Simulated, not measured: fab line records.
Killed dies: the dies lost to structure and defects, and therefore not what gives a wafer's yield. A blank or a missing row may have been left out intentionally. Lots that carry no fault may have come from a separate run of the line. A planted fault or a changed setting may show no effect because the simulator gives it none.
What tool caused it? ; flow n5Finfet ; 10 lots, 30 wafers sampled, at 3 steps of a route of 1938

== WHAT THE GAUGES SHOWED, per wafer ==
N5_BEOL_M13_RS_MEAS_54: the measuring method here is four-point-probe. Usual: M13_RS 0.0449 ohm/sq, standard deviation 0.00064.
lot;measured;on;M13_RS (ohm/sq);flag
L977;day 11 20:37;filmMetro-02;0.0448 0.0444 0.0450;
L981;day 12 13:52;filmMetro-02;0.0448 0.0455 0.0443;
L980;day 12 15:29;filmMetro-01;0.0454 0.0448 0.0455;
L982;day 12 19:28;filmMetro-02;0.0462 0.0448 0.0447;
L984;day 14 01:57;filmMetro-02;0.0438 0.0452 0.0452;
L985;day 14 08:42;filmMetro-01;0.0449 0.0440 0.0450;
L987;day 14 17:17;filmMetro-02;0.0442 0.0449 0.0442;
L992;day 15 09:38;filmMetro-01;0.0448 0.0458 0.0457;
L996;day 16 21:39;filmMetro-02;0.0452 0.0449 0.0448;
L997;day 17 01:03;filmMetro-02;0.0452 0.0444 0.0460;

N5_BEOL_M14_INSPECT_30: inspects for defects (macro). Usual: rawDefectCount reads 2.0 (standard deviation 1.3).
lot;measured;on;rawDefectCount;flag
L977;day 11 22:13;defectInspect-02;2 2 3;
L981;day 12 16:10;defectInspect-01;1 1 1;
L980;day 12 17:40;defectInspect-02;2 0 1;
L982;day 12 21:08;defectInspect-01;2 2 0;
L984;day 14 04:01;defectInspect-01;>300 >300 298;OFF
L985;day 14 10:26;defectInspect-02;2 3 3;
L987;day 14 18:47;defectInspect-01;294 >300 293;OFF
L992;day 15 11:13;defectInspect-02;>300 >300 280;OFF
L996;day 16 23:23;defectInspect-02;1 4 2;
L997;day 17 03:27;defectInspect-02;2 0 1;

== WHICH TOOL RAN EACH LOT (tool, then ch and the chambers of the sampled wafers, then the start) ==
lot;N5_BEOL_M14_ETCH_59
L977;rieDiel-02 ch 0,2,3, day 11 21:26
L981;rieDiel-01 ch 1,2,3, day 12 15:23
L980;rieDiel-02 ch 0,1,3, day 12 16:44
L982;rieDiel-02 ch 1,2, day 12 20:21
L984;rieDiel-02 ch 0,1,2, day 14 03:09
L985;rieDiel-01 ch 0,1, day 14 09:31
L987;rieDiel-02 ch 0,1,3, day 14 18:00
L992;rieDiel-02 ch 0,1, day 15 10:26
L996;rieDiel-01 ch 1,2,3, day 16 22:28
L997;rieDiel-01 ch 0,1,2, day 17 02:40
- N5_BEOL_M14_ETCH_59: etches BARC in N2/H2, target depth 89 nm, overetch 26.7 nm, time 67.9 s.

== WHAT THE TOOLS THEMSELVES READ (means of the sampled wafers that have a number; where no wafer has one, the mark that the record gives instead) ==
N5_BEOL_M14_ETCH_59. Usual: drypumpMotorCurrentA 5.8 A, standard deviation 0.45; n2FlowSccm 199.9 sccm, standard deviation 0.64; oesProductAu 0.67 a.u., standard deviation 0.07; rfVppV 522.3 V, standard deviation 1.3; showerheadPlenumPTorr 2.49 Torr, standard deviation 0.037; throttleValvePct 17.87 %, standard deviation 0.24.
lot;tool;drypumpMotorCurrentA (A);n2FlowSccm (sccm);oesProductAu (a.u.);rfVppV (V);showerheadPlenumPTorr (Torr);throttleValvePct (%);flag
L977;rieDiel-02;5.9;200.0;0.64;522.5;2.51;18.01;
L981;rieDiel-01;5.4;199.6;0.72;522.5;2.49;17.90;
L980;rieDiel-02;5.9;199.9;0.62;522.8;2.50;17.84;
L982;rieDiel-02;6.1;200.4;0.60;523.0;2.53;18.00;
L984;rieDiel-02;5.9;200.0;0.61;522.1;2.49;18.02;
L985;rieDiel-01;6.0;200.1;0.75;522.4;2.48;17.63;
L987;rieDiel-02;5.9;200.2;0.61;522.4;2.50;17.87;
L992;rieDiel-02;5.9;200.1;0.60;522.2;2.49;17.87;
L996;rieDiel-01;5.4;199.9;0.74;522.6;2.48;17.83;
L997;rieDiel-01;6.0;199.7;0.69;521.4;2.47;17.76;

== THE ANSWER, worked out from the rows above alone ==
Rule: a lot counts as off when the mean over its wafers that have a number is more than 3 standard deviations away from the usual mean. Also off: a lot with no number at a reading for which 4 or more lots have one. Any other lot the step has rows for is counted as sound. The gauges are gone through in route order, then the tools' own readings, and for those a lot's mean is taken as printed above. The first step at which some lot is off is used, and at that step the reading that is off furthest; a lot without a number counts as furthest.
Off, at N5_BEOL_M14_INSPECT_30 on rawDefectCount: L984, L987, L992.
If a tool, at a process step before that reading, ran all the lots that are off and no sound lot after the first of them, it fits. Gauges at N5_BEOL_M14_INSPECT_30: tried the same way as those tools. One candidate fits, namely rieDiel-02 at N5_BEOL_M14_ETCH_59. Its last sound lot is L982 (day 12 20:21), its first lot that is off L984 (day 14 03:09): a fault that began between those two fits.

== WHAT THE SIMULATOR HAD INSERTED ==
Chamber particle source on rieDiel-02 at N5_BEOL_M14_ETCH_59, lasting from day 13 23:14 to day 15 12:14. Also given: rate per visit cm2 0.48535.
Struck lots among those shown: L984, L987, L992. The rule above found the same.
